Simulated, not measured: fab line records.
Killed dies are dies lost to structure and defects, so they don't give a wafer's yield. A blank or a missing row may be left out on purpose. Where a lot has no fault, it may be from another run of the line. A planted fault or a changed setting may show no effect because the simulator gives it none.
fab line records + flow nandHarc
record:
- lots: 10
- wafers: 30
- lastDay: 33
route steps=1302 shown P_ZERO_WELL@16 P_STI@85 END@1302
lots that met no fault: taken from a fault-free run of the same line
startH: hours from the record's opening day to when the first of the lot's shown wafers began + waitH: hours since the lot's step before + " repeats the value in the row above + L1.1+2: a single row standing in for several wafers + - either no value or no given start + * or withheld: withheld + < > ~ a bound
route shown NAME@n: names a module that has steps shown in the file, with the first one's number in the route + usual: average and standard deviation across the fault-free wafers + same: alike in all rows + chamber/n: place in a boat + sites: per-site readings + _std_site: how widely they spread, as a standard deviation + _edge_site: inner sites' mean taken away from outer sites' mean + radiusMm: for every site, how far away it sits from the centre of the wafer + mask NAME#n: copy n + behind: the last tool/chamber to shape the wafer + hold: why the lot was held/for how many hours/how that ended + device: the transistor (n, p or np) that didn't switch + end of line: the same wafers' tests at the end of the route + a step given without rows: its recipe and nothing more + killed: the dies lost at the first sort to structure and to defects; this is not the yield of the wafer + map: the dies of a wafer, with x for killed, . for not killed, _ for no die there
set.NAME: the setting the step ran with; set.NAME@STEP: the setting that earlier step ran with + model.NAME: the simulator's own value behind a step, which no gauge read
route steps across a sampled set of lots; one table per step, one row per wafer
services: when a tool's chamber went out of use (startH, in hours from the record's first day, below 0 if earlier), for how many hours, and the reason
== steps ==
step: NHARC_P_ZERO_WELL_DESCUM_13
recipe:
- timeS: 3
- o2FlowSccm: 200
- arFlowSccm: 0
- biasPowerW: 0
- chemistry: O2
usual:
- drypumpMotorCurrentA: 5.7/0.38
- oesProductAu: 1.000/0.0073
- rfVppV: 57.9/0.96
- showerheadPlenumPTorr: 1.94/0.091
- throttleValvePct: 11.310/0.0093
same:
- biasPowerW: 0
- timeS: 3
| lot.wafer | tool       | chamber | startH | waitH | drypumpMotorCurrentA | oesProductAu | rfHoursCounterH | rfVppV | showerheadPlenumPTorr | throttleValvePct |
|-----------|------------|---------|--------|-------|----------------------|--------------|-----------------|--------|-----------------------|------------------|
| L947.3    | rieDiel-13 | 1       | 21.50  | -     | 5.3                  | 1.000        | 5               | 56.9   | 2.01                  | 11.315           |
| L947.2    | "          | 2       | "      | "     | 6.0                  | 0.993        | 4               | 58.0   | 2.08                  | 11.320           |
| L947.6    | "          | 2       | "      | "     | 6.1                  | 0.995        | -               | 58.4   | 2.08                  | 11.306           |
| L950.2    | rieDiel-01 | 2       | 51.40  | -     | 6.1                  | 1.003        | 4               | 58.7   | 1.98                  | 11.313           |
| L950.4    | "          | 2       | "      | "     | 6.0                  | 0.992        | -               | 57.8   | 1.98                  | 11.299           |
| L950.5    | "          | 2       | "      | "     | 6.0                  | 1.002        | -               | 57.9   | 1.98                  | 11.318           |
| L952.3    | rieDiel-01 | 0       | 71.41  | -     | 5.6                  | 0.989        | 14              | 57.8   | 1.90                  | 11.307           |
| L952.6    | "          | 1       | "      | "     | 5.4                  | 0.992        | -               | 58.2   | 1.77                  | 11.309           |
| L952.5    | "          | 2       | "      | "     | 6.0                  | 0.996        | -               | 57.8   | 1.97                  | 11.299           |
| L954.2    | rieDiel-01 | 2       | 91.40  | -     | 6.1                  | 1.002        | 20              | 55.6   | 1.97                  | 11.313           |
| L954.3    | "          | 0       | "      | "     | 5.6                  | 0.998        | 22              | 57.9   | 1.90                  | 11.312           |
| L954.5    | "          | 0       | "      | "     | 5.6                  | 0.995        | -               | 59.6   | 1.90                  | 11.329           |
| L960.2    | rieDiel-12 | 1       | 151.41 | -     | 5.7                  | 1.004        | 15              | 59.1   | 2.07                  | 11.316           |
| L960.5    | "          | 0       | "      | "     | 5.6                  | 1.001        | -               | 58.4   | 1.85                  | 11.320           |
| L960.6    | "          | 1       | "      | "     | 5.7                  | 1.000        | -               | 57.7   | 2.07                  | 11.314           |
| L961.1    | rieDiel-12 | 3       | 161.77 | -     | 5.0                  | 1.009        | 20              | 59.7   | 2.07                  | 11.320           |
| L961.4    | "          | 1       | "      | "     | 5.7                  | 1.003        | 17              | 60.7   | 2.07                  | 11.306           |
| L961.6    | "          | 0       | "      | "     | 5.6                  | 0.998        | -               | 56.8   | 1.85                  | 11.316           |
| L965.4    | rieDiel-12 | 1       | 201.41 | -     | 5.6                  | 1.001        | 26              | 59.4   | 2.07                  | 11.323           |
| L965.1    | "          | 0       | "      | "     | 5.6                  | 0.992        | 32              | 56.5   | 1.85                  | 11.301           |
| L965.6    | "          | 1       | "      | "     | 5.6                  | 1.002        | -               | 57.7   | 2.07                  | 11.317           |
| L966.1    | rieDiel-13 | 1       | 211.40 | -     | 5.3                  | 1.005        | 11              | 58.4   | 1.99                  | 11.318           |
| L966.2    | "          | 2       | "      | "     | 6.0                  | 1.011        | 10              | 59.8   | 2.06                  | 11.330           |
| L966.6    | "          | 1       | "      | "     | 5.2                  | 1.008        | -               | 58.0   | 1.99                  | 11.303           |
| L968.2    | rieDiel-13 | 0       | 231.40 | -     | 6.4                  | 1.002        | 21              | 57.7   | 1.92                  | 11.292           |
| L968.4    | "          | 1       | "      | "     | 5.2                  | 1.004        | 24              | 58.4   | 1.98                  | 11.306           |
| L968.5    | "          | 0       | "      | "     | 6.4                  | 1.004        | -               | 56.9   | 1.92                  | 11.323           |
| L970.3    | rieDiel-01 | 0       | 251.41 | -     | 5.6                  | 0.995        | 11              | 59.3   | 1.88                  | 11.317           |
| L970.1    | "          | 2       | "      | "     | 6.0                  | 1.005        | 15              | 58.2   | 1.95                  | 11.305           |
| L970.6    | "          | 1       | "      | "     | 5.4                  | 1.006        | -               | 58.4   | 2.07                  | 11.301           |
step: NHARC_P_ZERO_WELL_ETCH_65
recipe:
- targetDepthA: 800
- overetchA: 240
- timeS: 87.88
- ionEnergyEv: 200
- n2FlowSccm: 150
- h2FlowSccm: 150
- arFlowSccm: 0
- rfW: 400
- biasW: 150
- chemistry: N2/H2
usual:
- drypumpMotorCurrentA: 5.8/0.37
- n2FlowSccm: 150.0/0.46
- oesProductAu: 1.000/0.0077
- rfVppV: 431.1/2.9
- showerheadPlenumPTorr: 2.07/0.1
- throttleValvePct: 14.172/0.0091
same:
- timeS: 87.88
| lot.wafer | tool       | chamber | startH | waitH | drypumpMotorCurrentA | n2FlowSccm | oesProductAu | rfHoursCounterH | rfVppV | showerheadPlenumPTorr | throttleValvePct |
|-----------|------------|---------|--------|-------|----------------------|------------|--------------|-----------------|--------|-----------------------|------------------|
| L947.2    | rieDiel-13 | 3       | 21.59  | 0.1   | 5.8                  | 150.0      | 0.993        | 4               | 428.1  | 1.98                  | 14.185           |
| L947.3    | "          | 1       | "      | "     | 5.3                  | 150.8      | 1.005        | 5               | 433.2  | 2.14                  | 14.159           |
| L947.6    | "          | 0       | "      | "     | 6.4                  | 150.1      | 1.014        | -               | 432.0  | 2.07                  | 14.173           |
| L950.2    | rieDiel-01 | 0       | 51.55  | 0.1   | 5.6                  | 148.9      | 0.982        | 5               | 431.6  | 2.03                  | 14.177           |
| L950.4    | "          | 2       | "      | "     | 6.0                  | 149.1      | 0.994        | -               | 432.3  | 2.11                  | 14.173           |
| L950.5    | "          | 2       | "      | "     | 6.0                  | 149.9      | 1.000        | -               | 432.5  | 2.11                  | 14.172           |
| L952.3    | rieDiel-01 | 2       | 71.52  | 0.1   | 6.0                  | 150.0      | 0.996        | 13              | 431.5  | 2.11                  | 14.171           |
| L952.6    | "          | 2       | "      | "     | 6.1                  | 149.6      | 1.007        | -               | 431.9  | 2.11                  | 14.158           |
| L952.5    | "          | 0       | "      | "     | 5.6                  | 149.9      | 0.981        | -               | 429.7  | 2.03                  | 14.172           |
| L954.3    | rieDiel-01 | 0       | 91.50  | 0.1   | 5.6                  | 149.8      | 0.996        | 22              | 428.9  | 2.02                  | 14.157           |
| L954.2    | "          | 1       | "      | "     | 5.4                  | 150.2      | 1.000        | 20              | 426.4  | 1.88                  | 14.189           |
| L954.5    | "          | 0       | "      | "     | 5.6                  | 150.3      | 0.987        | -               | 429.7  | 2.02                  | 14.175           |
| L960.2    | rieDiel-12 | 2       | 151.49 | 0.1   | 5.9                  | 149.8      | 0.992        | 17              | 428.2  | 1.97                  | 14.173           |
| L960.5    | "          | 1       | "      | "     | 5.7                  | 150.0      | 0.993        | -               | 435.2  | 2.21                  | 14.174           |
| L960.6    | "          | 2       | "      | "     | 5.9                  | 149.1      | 1.001        | -               | 428.9  | 1.97                  | 14.159           |
| L961.1    | rieDiel-12 | 1       | 161.87 | 0.1   | 5.7                  | 150.6      | 1.004        | 17              | 434.2  | 2.21                  | 14.170           |
| L961.4    | "          | 2       | "      | "     | 5.9                  | 149.4      | 0.999        | 20              | 429.4  | 1.97                  | 14.174           |
| L961.6    | "          | 1       | "      | "     | 5.7                  | 150.3      | 0.984        | -               | 436.7  | 2.21                  | 14.188           |
| L965.4    | rieDiel-12 | 0       | 201.49 | 0.1   | 5.6                  | 150.5      | 0.992        | 32              | 429.1  | 1.97                  | 14.177           |
| L965.1    | "          | 3       | "      | "     | 5.0                  | 149.8      | 0.991        | 30              | 434.5  | 2.21                  | 14.164           |
| L965.6    | "          | 1       | "      | "     | 5.7                  | 150.0      | 0.992        | -               | 434.9  | 2.21                  | 14.180           |
| L966.2    | rieDiel-13 | 1       | 211.49 | 0.1   | 5.3                  | 150.2      | 0.997        | 11              | 432.1  | 2.12                  | 14.157           |
| L966.1    | "          | 2       | "      | "     | 6.0                  | 149.7      | 1.003        | 10              | 434.7  | 2.20                  | 14.177           |
| L966.6    | "          | 0       | "      | "     | 6.4                  | 149.5      | 1.000        | -               | 430.6  | 2.05                  | 14.175           |
| L968.4    | rieDiel-13 | 0       | 231.48 | 0.1   | 6.4                  | 149.9      | 0.995        | 21              | 430.3  | 2.04                  | 14.180           |
| L968.2    | "          | 1       | "      | "     | 5.3                  | 149.4      | 1.001        | 24              | 431.8  | 2.12                  | 14.161           |
| L968.5    | "          | 1       | "      | "     | 5.3                  | 149.8      | 1.001        | -               | 431.9  | 2.12                  | 14.182           |
| L970.3    | rieDiel-01 | 0       | 251.51 | 0.1   | 5.6                  | 150.6      | 0.985        | 11              | 429.7  | 2.01                  | 14.167           |
| L970.1    | "          | 1       | "      | "     | 5.4                  | 149.8      | 1.000        | 13              | 435.5  | 2.21                  | 14.180           |
| L970.6    | "          | 2       | "      | "     | 6.1                  | 149.7      | 0.998        | -               | 433.1  | 2.08                  | 14.177           |
step: NHARC_P_ZERO_WELL_ETCH_62
recipe:
- targetDepthA: 130
- timeS: 6.5
- chf3FlowSccm: 50
- arFlowSccm: 200
- rfW: 500
- biasW: 200
- chemistry: CHF3/Ar
usual:
- drypumpMotorCurrentA: 5.8/0.37
- oesProductAu: 0.958/0.017
- rfVppV: 371.3/2.5
- showerheadPlenumPTorr: 2.37/0.11
- throttleValvePct: 20.217/0.0097
same:
- timeS: 6.5
| lot.wafer | tool       | chamber | startH | waitH | drypumpMotorCurrentA | oesProductAu | rfHoursCounterH | rfVppV | showerheadPlenumPTorr | throttleValvePct |
|-----------|------------|---------|--------|-------|----------------------|--------------|-----------------|--------|-----------------------|------------------|
| L947.3    | rieDiel-13 | 1       | -      | -     | 5.3                  | 0.921        | 5               | 374.4  | 2.46                  | 20.217           |
| L947.2    | "          | 2       | "      | "     | 6.0                  | 0.930        | 4               | 375.4  | 2.53                  | 20.208           |
| L947.6    | "          | 3       | "      | "     | 5.8                  | 0.927        | -               | 370.7  | 2.28                  | 20.202           |
| L950.2    | rieDiel-01 | 2       | -      | -     | 6.0                  | 0.931        | 4               | 371.2  | 2.42                  | 20.215           |
| L950.4    | "          | 2       | "      | "     | 6.0                  | 0.948        | -               | 372.4  | 2.42                  | 20.219           |
| L950.5    | "          | 0       | "      | "     | 5.6                  | 0.943        | -               | 369.7  | 2.33                  | 20.200           |
| L952.3    | rieDiel-01 | 1       | -      | -     | 5.4                  | 0.942        | 13              | 367.0  | 2.18                  | 20.207           |
| L952.5    | "          | 1       | "      | "     | 5.4                  | 0.938        | -               | 366.5  | 2.18                  | 20.226           |
| L952.6    | "          | 2       | "      | "     | 6.1                  | 0.956        | -               | 371.9  | 2.42                  | 20.230           |
| L954.3    | rieDiel-01 | 2       | -      | -     | 6.0                  | 0.975        | 20              | 371.8  | 2.41                  | 20.212           |
| L954.2    | "          | 0       | "      | "     | 5.6                  | 0.952        | 22              | 370.8  | 2.33                  | 20.225           |
| L954.5    | "          | 2       | "      | "     | 6.1                  | 0.970        | -               | 371.1  | 2.41                  | 20.228           |
| L960.2    | rieDiel-12 | 2       | -      | -     | 5.8                  | 0.980        | 17              | 369.4  | 2.27                  | 20.202           |
| L960.5    | "          | 1       | "      | "     | 5.7                  | 0.959        | -               | 374.4  | 2.53                  | 20.218           |
| L960.6    | "          | 2       | "      | "     | 5.8                  | 0.980        | -               | 368.5  | 2.27                  | 20.212           |
| L961.4    | rieDiel-12 | 0       | -      | -     | 5.6                  | 0.955        | 22              | 368.8  | 2.27                  | 20.210           |
| L961.1    | "          | 1       | "      | "     | 5.7                  | 0.953        | 17              | 373.1  | 2.53                  | 20.218           |
| L961.6    | "          | 3       | "      | "     | 5.0                  | 0.965        | -               | 374.5  | 2.53                  | 20.224           |
| L965.4    | rieDiel-12 | 2       | -      | -     | 5.9                  | 0.949        | 30              | 368.4  | 2.27                  | 20.224           |
| L965.1    | "          | 3       | "      | "     | 5.0                  | 0.973        | 30              | 375.9  | 2.52                  | 20.212           |
| L965.6    | "          | 2       | "      | "     | 5.9                  | 0.946        | -               | 369.1  | 2.27                  | 20.228           |
| L966.2    | rieDiel-13 | 0       | -      | -     | 6.4                  | 0.942        | 11              | 371.2  | 2.35                  | 20.211           |
| L966.1    | "          | 2       | "      | "     | 6.0                  | 0.945        | 10              | 374.2  | 2.51                  | 20.226           |
| L966.6    | "          | 0       | "      | "     | 6.4                  | 0.952        | -               | 371.8  | 2.35                  | 20.231           |
| L968.2    | rieDiel-13 | 0       | -      | -     | 6.4                  | 0.964        | 21              | 370.3  | 2.35                  | 20.227           |
| L968.4    | "          | 1       | "      | "     | 5.3                  | 0.990        | 24              | 372.5  | 2.43                  | 20.217           |
| L968.5    | "          | 0       | "      | "     | 6.4                  | 0.962        | -               | 370.8  | 2.35                  | 20.201           |
| L970.3    | rieDiel-01 | 3       | -      | -     | 5.8                  | 0.990        | 13              | 368.7  | 2.25                  | 20.214           |
| L970.1    | "          | 0       | "      | "     | 5.6                  | 0.964        | 11              | 370.4  | 2.31                  | 20.211           |
| L970.6    | "          | 1       | "      | "     | 5.4                  | 0.965        | -               | 375.4  | 2.53                  | 20.228           |
step: NHARC_P_ZERO_WELL_INSPECT_43
usual:
- rawDefectCount: 13/6.3
| lot.wafer | tool             | chamber | startH | waitH | rawDefectCount |
|-----------|------------------|---------|--------|-------|----------------|
| L947.2    | defectInspect-01 | -       | 27.48  | 0.5   | 12             |
| L947.3    | "                | -       | "      | "     | 22             |
| L947.6    | "                | -       | "      | "     | 13             |
| L950.2    | defectInspect-02 | -       | 57.53  | 0.5   | 15             |
| L950.4    | "                | -       | "      | "     | 11             |
| L950.5    | "                | -       | "      | "     | 11             |
| L952.3    | defectInspect-01 | -       | 77.71  | 0.4   | 722            |
| L952.5    | "                | -       | "      | "     | 688            |
| L952.6    | "                | -       | "      | "     | 718            |
| L954.2    | defectInspect-01 | -       | 101.61 | 0.5   | 688            |
| L954.3    | "                | -       | "      | "     | 709            |
| L954.5    | "                | -       | "      | "     | 709            |
| L960.2    | defectInspect-02 | -       | 157.75 | 0.5   | 13             |
| L960.5    | "                | -       | "      | "     | 15             |
| L960.6    | "                | -       | "      | "     | 23             |
| L961.1    | defectInspect-02 | -       | 167.86 | 0.6   | 24             |
| L961.4    | "                | -       | "      | "     | 28             |
| L961.6    | "                | -       | "      | "     | 11             |
| L965.1    | defectInspect-01 | -       | 209.81 | 0.6   | 20             |
| L965.4    | "                | -       | "      | "     | 27             |
| L965.6    | "                | -       | "      | "     | 16             |
| L966.1    | defectInspect-02 | -       | 217.73 | 0.6   | 13             |
| L966.2    | "                | -       | "      | "     | 18             |
| L966.6    | "                | -       | "      | "     | 20             |
| L968.2    | defectInspect-02 | -       | 237.57 | 0.5   | 22             |
| L968.4    | "                | -       | "      | "     | 9              |
| L968.5    | "                | -       | "      | "     | 23             |
| L970.1    | defectInspect-02 | -       | 257.67 | 0.6   | 23             |
| L970.3    | "                | -       | "      | "     | 38             |
| L970.6    | "                | -       | "      | "     | 15             |
step: NHARC_P_STI_INSPECT_11
usual:
- rawDefectCount: 5.3/2.8
| lot.wafer | tool             | chamber | startH | waitH | rawDefectCount |
|-----------|------------------|---------|--------|-------|----------------|
| L947.2    | defectInspect-02 | -       | 51.32  | 0.0   | 5              |
| L947.3    | "                | -       | "      | "     | 2              |
| L947.6    | "                | -       | "      | "     | 1              |
| L950.2    | defectInspect-01 | -       | 74.11  | 0.0   | 11             |
| L950.4    | "                | -       | "      | "     | 3              |
| L950.5    | "                | -       | "      | "     | 3              |
| L952.3    | defectInspect-01 | -       | 93.64  | 0.0   | 711            |
| L952.5    | "                | -       | "      | "     | 683            |
| L952.6    | "                | -       | "      | "     | 707            |
| L954.2    | defectInspect-01 | -       | 116.69 | 0.0   | 675            |
| L954.3    | "                | -       | "      | "     | 701            |
| L954.5    | "                | -       | "      | "     | 698            |
| L960.2    | defectInspect-01 | -       | 173.34 | 0.0   | 2              |
| L960.5    | "                | -       | "      | "     | 6              |
| L960.6    | "                | -       | "      | "     | 9              |
| L961.1    | defectInspect-01 | -       | 183.84 | 0.0   | 8              |
| L961.4    | "                | -       | "      | "     | 4              |
| L961.6    | "                | -       | "      | "     | 4              |
| L965.1    | defectInspect-02 | -       | 225.15 | 0.0   | 2              |
| L965.4    | "                | -       | "      | "     | 5              |
| L965.6    | "                | -       | "      | "     | 9              |
| L966.1    | defectInspect-02 | -       | 234.93 | 0.0   | 5              |
| L966.2    | "                | -       | "      | "     | 5              |
| L966.6    | "                | -       | "      | "     | 3              |
| L968.2    | defectInspect-01 | -       | 256.32 | 0.0   | 2              |
| L968.4    | "                | -       | "      | "     | 0              |
| L968.5    | "                | -       | "      | "     | 4              |
| L970.1    | defectInspect-01 | -       | 274.41 | 0.0   | 3              |
| L970.3    | "                | -       | "      | "     | 6              |
| L970.6    | "                | -       | "      | "     | 9              |
step: NHARC_P_STI_ETCH_15
recipe:
- targetDepthA: 3000
- taperDeg: 4
- timeS: 100.1
- hbrFlowSccm: 150
- cl2FlowSccm: 50
- rfW: 400
- icpW: 400
- biasW: 100
- chemistry: HBr/Cl2
usual:
- drypumpMotorCurrentA: 5.8/0.44
- oesProductAu: 1.005/0.0076
- throttleValvePct: 26.406/0.0092
same:
- timeS: 100.1
| lot.wafer | tool     | chamber | startH | waitH | drypumpMotorCurrentA | oesProductAu | rfHoursCounterH | throttleValvePct |
|-----------|----------|---------|--------|-------|----------------------|--------------|-----------------|------------------|
| L947.2    | rieSi-02 | 0       | 51.74  | -     | 5.7                  | 1.004        | 0.8             | 26.413           |
| L947.3    | "        | 1       | "      | "     | 6.1                  | 0.994        | 0.8             | 26.408           |
| L947.6    | "        | 3       | "      | "     | 6.0                  | 0.998        | -               | 26.382           |
| L950.4    | rieSi-02 | 3       | 74.52  | -     | 6.0                  | 0.993        | 0.9             | 26.429           |
| L950.2    | "        | 1       | "      | "     | 6.1                  | 1.002        | 0.9             | 26.430           |
| L950.5    | "        | 3       | "      | "     | 6.0                  | 0.999        | -               | 26.422           |
| L952.3    | rieSi-03 | 2       | 94.08  | -     | 6.2                  | 1.018        | 0.2             | 26.399           |
| L952.6    | "        | 0       | "      | "     | 5.7                  | 1.004        | -               | 26.405           |
| L952.5    | "        | 1       | "      | "     | 5.4                  | 1.017        | -               | 26.400           |
| L954.3    | rieSi-03 | 3       | 117.10 | -     | 5.6                  | 1.004        | 0.5             | 26.408           |
| L954.2    | "        | 1       | "      | "     | 5.4                  | 1.019        | 0.3             | 26.396           |
| L954.5    | "        | 0       | "      | "     | 5.7                  | 1.009        | -               | 26.399           |
| L960.2    | rieSi-03 | 1       | 173.77 | -     | 5.4                  | 1.010        | 0.7             | 26.404           |
| L960.5    | "        | 1       | "      | "     | 5.4                  | 1.008        | -               | 26.386           |
| L960.6    | "        | 2       | "      | "     | 6.2                  | 1.005        | -               | 26.401           |
| L961.1    | rieSi-06 | 1       | 184.26 | -     | 6.2                  | 1.010        | 0.8             | 26.391           |
| L961.4    | "        | 3       | "      | "     | 5.7                  | 1.005        | 0.7             | 26.404           |
| L961.6    | "        | 1       | "      | "     | 6.2                  | 1.008        | -               | 26.398           |
| L965.4    | rieSi-02 | 2       | 225.58 | -     | 5.7                  | 0.993        | 0.6             | 26.406           |
| L965.1    | "        | 0       | "      | "     | 5.7                  | 1.000        | 0.8             | 26.411           |
| L965.6    | "        | 1       | "      | "     | 6.1                  | 0.993        | -               | 26.423           |
| L966.2    | rieSi-03 | 2       | 235.34 | -     | 6.2                  | 1.010        | 0.0             | 26.413           |
| L966.1    | "        | 3       | "      | "     | 5.6                  | 1.005        | 0.1             | 26.396           |
| L966.6    | "        | 3       | "      | "     | 5.6                  | 1.017        | -               | 26.397           |
| L968.2    | rieSi-03 | 2       | 256.76 | -     | 6.2                  | 1.004        | 0.3             | 26.406           |
| L968.4    | "        | 3       | "      | "     | 5.6                  | 0.998        | 0.3             | 26.410           |
| L968.5    | "        | 0       | "      | "     | 5.7                  | 0.994        | -               | 26.399           |
| L970.3    | rieSi-02 | 3       | 274.82 | -     | 6.0                  | 0.994        | 1.0             | 26.419           |
| L970.1    | "        | 1       | "      | "     | 6.1                  | 1.006        | 0.9             | 26.411           |
| L970.6    | "        | 3       | "      | "     | 6.0                  | 0.988        | -               | 26.401           |
step: NHARC_END_SORT_01
recipe:
- tempC: 25
usual:
- killedAtArray: 61/22
- killedAtOther: 0.8/1
- killedAtPeriphery: 3.8/2.3
- killedDies: 66/22
- killedOpen: 3.2/1.9
- killedShort: 2.8/1.8
same:
- grossDies: 677
| lot.wafer | tool      | chamber | startH | waitH | killedAtArray | killedAtOther | killedAtPeriphery | killedDies | killedOpen | killedShort |
|-----------|-----------|---------|--------|-------|---------------|---------------|-------------------|------------|------------|-------------|
| L952.3    | prober-01 | 0       | 610.11 | 3.1   | 47            | 1             | 92                | 140        | 2          | 1           |
| L952.5    | prober-01 | 0       | 611.69 | 3.7   | 40            | 0             | 88                | 128        | 2          | 4           |
| L952.6    | prober-01 | 0       | 612.48 | 4.0   | 45            | 0             | 91                | 136        | 1          | 1           |
| L954.2    | prober-02 | 0       | 640.28 | 2.8   | 28            | 2             | 83                | 113        | 3          | 2           |
| L954.3    | prober-02 | 0       | 641.08 | 3.1   | 35            | 2             | 84                | 121        | 2          | 4           |
| L954.5    | prober-02 | 0       | 642.66 | 3.7   | 27            | 1             | 83                | 111        | 4          | 0           |
killed by level:class
L952.3 P_ZERO_WELL:unspecified=92 A_CHANNEL_HOLE_D2:chamberFilmFlake=31 A_CHANNEL_HOLE_D1:chamberFilmFlake=4 A_DECK1_JOINT:chamberFilmFlake=4 A_CONTACT:chamberFilmFlake=3 A_CHANNEL_HOLE_D1:geometricParticle:short=1 A_ONON_D2:geometricParticle:open=1 A_M0:geometricParticle:open=1
L952.5 P_ZERO_WELL:unspecified=85 A_CHANNEL_HOLE_D2:chamberFilmFlake=27 A_CONTACT:chamberFilmFlake=5 A_CHANNEL_FILL_D1:geometricParticle:short=2 A_CHANNEL_HOLE_D2:geometricParticle:short=1 A_WL_FILL:geometricParticle:short=1 A_BLC:geometricParticle:open=1 A_M0:geometricParticle:open=1
L952.6 P_ZERO_WELL:unspecified=89 A_CHANNEL_HOLE_D2:chamberFilmFlake=30 A_CONTACT:chamberFilmFlake=5 A_CHANNEL_HOLE_D1:chamberFilmFlake=4 A_DECK1_JOINT:chamberFilmFlake=3 A_ONON_D2:geometricParticle:open=1 A_BLC:geometricParticle:short=1 P_ZERO_WELL:chamberFilmFlake=1
L954.2 P_ZERO_WELL:unspecified=79 A_CHANNEL_HOLE_D2:chamberFilmFlake=10 A_CONTACT:chamberFilmFlake=6 A_CHANNEL_HOLE_D1:chamberFilmFlake=5 P_CONTACT:geometricParticle:open=2 A_CHANNEL_FILL_D1:geometricParticle:short=2 A_M0:chamberFilmFlake=2 A_BONDPAD:chamberFilmFlake=2
L954.3 P_ZERO_WELL:unspecified=81 A_CHANNEL_HOLE_D2:chamberFilmFlake=17 A_CONTACT:chamberFilmFlake=4 A_BONDPAD:chamberFilmFlake=3 A_CHANNEL_HOLE_D1:chamberFilmFlake=3 A_CHANNEL_FILL_D1:geometricParticle:short=2 A_STAIRCASE:chamberFilmFlake=2 P_CONTACT:geometricParticle:open=1
L954.5 P_ZERO_WELL:unspecified=81 A_CHANNEL_HOLE_D2:chamberFilmFlake=7 A_CHANNEL_HOLE_D1:chamberFilmFlake=4 A_CONTACT:chamberFilmFlake=4 A_SLIT:chamberFilmFlake=3 A_STAIRCASE:chamberFilmFlake=2 A_WL_FILL:chamberFilmFlake=2 A_M0:chamberFilmFlake=2
== services ==
| tool       | chamber | startH | hours | kind   |
|------------|---------|--------|-------|--------|
| rieDiel-01 | -       | 26.96  | 9.0   | pm     |
| rieSi-03   | -       | 44.00  | 9.0   | pm     |
| rieDiel-01 | 3       | 45.78  | 51.2  | repair |
| rieDiel-01 | 1       | 49.83  | 2.9   | repair |
| rieDiel-01 | -       | 64.87  | 0.3   | repair |
| rieDiel-12 | 3       | 68.04  | 2.7   | repair |
| rieDiel-13 | 1       | 83.49  | 4.0   | repair |
| rieDiel-12 | -       | 91.40  | 9.0   | pm     |
| rieSi-02   | -       | 100.00 | 9.0   | pm     |
| rieSi-03   | -       | 114.21 | 0.2   | repair |
| rieDiel-13 | -       | 114.32 | 0.3   | repair |
| rieSi-02   | -       | 126.66 | 0.2   | repair |
| rieDiel-12 | 1       | 129.18 | 6.3   | repair |
| rieDiel-01 | 1       | 138.30 | 14.6  | repair |
| rieSi-03   | 0       | 152.85 | 23.2  | repair |
| rieDiel-13 | -       | 165.22 | 9.0   | pm     |
| rieDiel-12 | 1       | 193.13 | 4.0   | repair |
| rieDiel-01 | -       | 206.51 | 9.0   | pm     |
| rieSi-03   | -       | 221.00 | 9.0   | pm     |
| rieDiel-12 | -       | 246.98 | 1.4   | repair |
| rieDiel-13 | 0       | 249.69 | 2.7   | repair |
| rieDiel-13 | 0       | 258.78 | 4.7   | repair |
| rieDiel-13 | 3       | 262.69 | 16.8  | repair |
| rieDiel-12 | -       | 268.40 | 9.0   | pm     |
== key ==
firstSign:
- step: NHARC_P_ZERO_WELL_INSPECT_43
- reading: rawDefectCount
- direction: up
- sigmas: 99+
- usual: 13
- struck: 706
effect:
- step: NHARC_P_STI_INSPECT_11
- reading: rawDefectCount
- direction: up
- sigmas: 99+
- usual: 5.3
- struck: 695.8
effect:
- step: NHARC_END_SORT_01
- reading: killedAtPeriphery
- direction: up
- sigmas: 36
- usual: 3.8
- struck: 86.8
moreKillsBornAt:
- NHARC_P_ZERO_WELL_ETCH_65@rieDiel-01: 506
metAt NHARC_P_ZERO_WELL_ETCH_65
struckLots L952,L954
testerLeftOut L952,L954
notActingAt NHARC_P_ZERO_WELL_DESCUM_13,NHARC_P_ZERO_WELL_ETCH_62,NHARC_P_STI_ETCH_15
onsetBetween 51.55 71.52
fault:
- kind: chamberParticleSource
- tool: rieDiel-01
- chamber: -
- onsetH: 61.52
- steps: NHARC_P_ZERO_WELL_ETCH_65
- ratePerVisitCm2: 1.0463
- endH: 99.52
testerLeftOut: of these lots the tester's yield and bins aren't shown, on N5 and GAA mostly nor the transistor test; their killed dies are dies lost to structure and defects alone, not to doping, threshold or leakage, so they don't give the yield
